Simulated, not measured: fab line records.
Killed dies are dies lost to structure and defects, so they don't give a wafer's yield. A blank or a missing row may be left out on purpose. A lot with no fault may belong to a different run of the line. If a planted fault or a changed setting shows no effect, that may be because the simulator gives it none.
Matching of chambers + flow nand-harc + 4 sister chambers for NHARC_P_CONTACT_ETCH_35 on rie-diel-05
The step etches the open film in CF4, target depth 39 nm, time 65 s. 8 wafers are shown with their chamber, then 9 later ones without.

## WAFERS WITH THEIR CHAMBER
| wafer  | chamber | drypump-motor-current-A (A) | oes-product-au (a.u.) |
|--------|---------|-----------------------------|-----------------------|
| L075.5 | 0       | 6.3                         | 0.995                 |
| L081.4 | 0       | 6.4                         | 0.983                 |
| L084.1 | 3       | 5.6                         | 0.994                 |
| L084.3 | 1       | 4.9                         | 0.982                 |
| L084.5 | 2       | 5.5                         | 1.014                 |
| L090.1 | 2       | 5.5                         | 1.003                 |
| L090.3 | 3       | 5.5                         | 0.991                 |
| L090.5 | 1       | 4.9                         | 0.985                 |

## WAFERS WHOSE CHAMBER IS MISSING
| wafer  | drypump-motor-current-A (A) | oes-product-au (a.u.) |
|--------|-----------------------------|-----------------------|
| L092.3 | 4.9                         | 1.001                 |
| L092.4 | 6.3                         | 0.993                 |
| L092.6 | 5.6                         | 1.008                 |
| L094.1 | 5.5                         | 1.007                 |
| L094.3 | 4.9                         | 0.989                 |
| L094.4 | 5.6                         | 1.001                 |
| L097.2 | 6.3                         | 0.992                 |
| L097.4 | 5.5                         | 1.002                 |
| L097.5 | 5.5                         | 1.005                 |

## EACH ONE'S CHAMBER
| wafer  | from the rows above     | in truth |
|--------|-------------------------|----------|
| L092.3 | 1                       | 1        |
| L092.4 | 0                       | 0        |
| L092.6 | can't be placed: 2 or 3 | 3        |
| L094.1 | 2                       | 2        |
| L094.3 | 1                       | 1        |
| L094.4 | can't be placed: 3 or 2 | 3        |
| L097.2 | 0                       | 0        |
| L097.4 | can't be placed: 2 or 3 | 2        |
| L097.5 | can't be placed: 2 or 3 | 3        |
Placed correctly: 5 of 9. Not placeable from these rows: 4 (in 4, the candidates include the true chamber). Placed wrongly: 0.
How it was worked out, from the rows above alone: a wafer's distance from a chamber is the root of the sum, over the readings, of the square of ((its reading less the chamber's mean) divided by the reading's scatter). If the next closest chamber is less than 2 further off than the closest, the wafer can't be placed; otherwise it belongs to the closest. The mean given for a chamber averages the wafers shown for that chamber. The scatter is the square root of a quotient: the sum, over the shown wafers, of each reading's squared deviation from its chamber's mean, divided by wafers minus chambers.
